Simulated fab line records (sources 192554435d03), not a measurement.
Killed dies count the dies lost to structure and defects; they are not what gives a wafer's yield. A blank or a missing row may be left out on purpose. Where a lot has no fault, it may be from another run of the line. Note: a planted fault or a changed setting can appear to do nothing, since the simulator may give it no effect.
Split-lot experiment | flow n5Finfet | 7 lots, 31 wafers read, on a route of 1938 steps

ABOUT THE SPLIT
At N5_BEOL_M13_ETCH_59 (etches BARC in N2/H2, target depth 89 nm, overetch 26.7 nm, time 67.9 s), the setting timeS was moved away from the recipe's 67.9 s on 11 of the 31 wafers read, by -32.9% to +54.1%. This setting was run at the recipe's value on the other wafers.

FROM THE SPLIT TO THE READING: what the file shows between them, 5 steps
- N5_BEOL_M13_VIA_ETCH_16: etches SiOC in C4F8/O2/Ar, target depth 921.7 nm
- N5_BEOL_M13_STRIP_63: strips in N2/H2
- N5_BEOL_M13_STRIP_64: strips in N2/H2
- N5_BEOL_M13_STRIP_71: strips in post etch residue remover, time 60 s
- N5_BEOL_M13_SRD_72: time 30 s, dry time 30 s

THE READING
At N5_BEOL_M13_CD_MEAS_17: cdNm in nanometres, against a target cd of 190 nm. Typical for fault-free wafers on this fab line: 189.0 nm, with standard deviation 1.9 nm.

wafer  | tool, chamber at the split | timeS as run, s | against the recipe | cdNm, nm | against lot-mates on the recipe
L083.1 | rieDiel-02, 0              | 67.9            | recipe             | 191.3    | -
L083.2 | rieDiel-02, 3              | 67.9            | recipe             | 190.7    | -
L083.3 | rieDiel-02, 1,2            | 67.9            | recipe             | 191.3    | -
L083.4 | rieDiel-02, 1,2            | 67.9            | recipe             | 189.2    | -
L083.5 | rieDiel-02, 1              | 67.9            | recipe             | 189.4    | -
L083.6 | rieDiel-02, 0              | 67.9            | recipe             | 189.0    | -
L080.1 | rieDiel-02, 3              | 104.6           | +54.1%             | 195.3    | +6.8
L080.2 | rieDiel-02, 2              | 104.6           | +54.1%             | 194.3    | +5.8
L080.3 | rieDiel-02, 1              | 67.9            | recipe             | 188.9    | -
L080.4 | rieDiel-02, 2              | 67.9            | recipe             | 187.4    | -
L080.5 | rieDiel-02, 3              | 67.9            | recipe             | 189.1    | -
L080.6 | rieDiel-02, 1              | 104.6           | +54.1%             | 195.0    | +6.5
L082.3 | rieDiel-04, 1              | 52.65           | -22.5%             | 187.4    | no lot-mate on the recipe
L086.2 | rieDiel-04, 3              | 67.9            | recipe             | 190.2    | -
L086.5 | rieDiel-04, 3              | 67.9            | recipe             | 189.2    | -
L086.6 | rieDiel-04, 0              | 67.9            | recipe             | 189.1    | -
L091.2 | rieDiel-04, 1,2            | 67.9            | recipe             | 188.1    | -
L091.3 | rieDiel-04, 3              | 67.9            | recipe             | 188.8    | -
L091.6 | rieDiel-04, 3              | 103.7           | +52.7%             | 195.6    | +7.2
L092.1 | rieDiel-02, 0              | 67.9            | recipe             | 191.0    | -
L092.2 | rieDiel-02, 2              | 96.85           | +42.6%             | 196.6    | +5.0
L092.3 | rieDiel-02, 1              | 96.85           | +42.6%             | 195.9    | +4.3
L092.4 | rieDiel-02, 3              | 96.85           | +42.6%             | 194.9    | +3.3
L092.5 | rieDiel-02, 3              | 67.9            | recipe             | 192.0    | -
L092.6 | rieDiel-02, 2              | 67.9            | recipe             | 191.9    | -
L095.1 | rieDiel-04, 0              | 45.55           | -32.9%             | 185.1    | -3.6
L095.2 | rieDiel-04, 2              | 45.55           | -32.9%             | 186.3    | -2.4
L095.3 | rieDiel-04, 3,1            | 67.9            | recipe             | 190.0    | -
L095.4 | rieDiel-04, 3,1            | 67.9            | recipe             | 187.0    | -
L095.5 | rieDiel-04, 2              | 45.55           | -32.9%             | 185.6    | -3.1
L095.6 | rieDiel-04, 3              | 67.9            | recipe             | 189.0    | -
The file does not say which wafer passed through which chamber wherever a row lists several chambers: such a row stands for several wafers.

THE FIT
A straight line over all 31 wafers: cdNm changes by +0.115 nm for each +1% of timeS; r = +0.92; the points scatter about the line by 1.3 nm.
The same after taking each lot's own level away (the mean of its wafers on the recipe; 30 wafers): +0.11 nm for each +1%; r = +0.96; scatter 0.86 nm.
That fit puts the effect of the largest move of timeS on the reading at 5.9 nm.
The lots' own levels span 188.45 to 191.63 nm, that is 1.7 times the standard deviation above.
So the lot-to-lot level changes the slope little: the two slopes agree.
Check: +5.89 nm against its lot-mates is what the line predicts for one of the wafers moved furthest among these (+54.1%) when that wafer is left out of the fit. Against them it came out at +6.83 nm.

THE WHOLE CHAIN: every reading that the file lists as answering this split, in the file's order
step                    | what it does                                                            | reading                                                                         | change (the file's fit)                    | r (the file's)
N5_BEOL_M13_ETCH_59     | etches BARC in N2/H2, target depth 89 nm, overetch 26.7 nm, time 67.9 s | coat_of_BEOL_M13_COAT_04.thkNm (the simulator's own value, which no gauge read) | -0.644 nm for each +1% of the setting      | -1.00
N5_BEOL_M13_VIA_ETCH_16 | etches SiOC in C4F8/O2/Ar, target depth 921.7 nm                        | coat_of_BEOL_M13_COAT_04.thkNm (the simulator's own value, which no gauge read) | -0.629 nm for each +1% of the setting      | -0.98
N5_BEOL_M13_STRIP_63    | strips in N2/H2                                                         | oesProductAu                                                                    | -0.000391 a.u. for each +1% of the setting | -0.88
N5_BEOL_M13_STRIP_63    | strips in N2/H2                                                         | stripTimeToEndpointS                                                            | withheld for each +1% of the setting       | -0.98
N5_BEOL_M13_CD_MEAS_17  | target cd 190 nm                                                        | cdNm                                                                            | +0.112 nm for each +1% of the setting      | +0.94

THE FILE'S OWN FIT
cdNm changes by +0.112 nm for each +1% of timeS, r = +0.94.
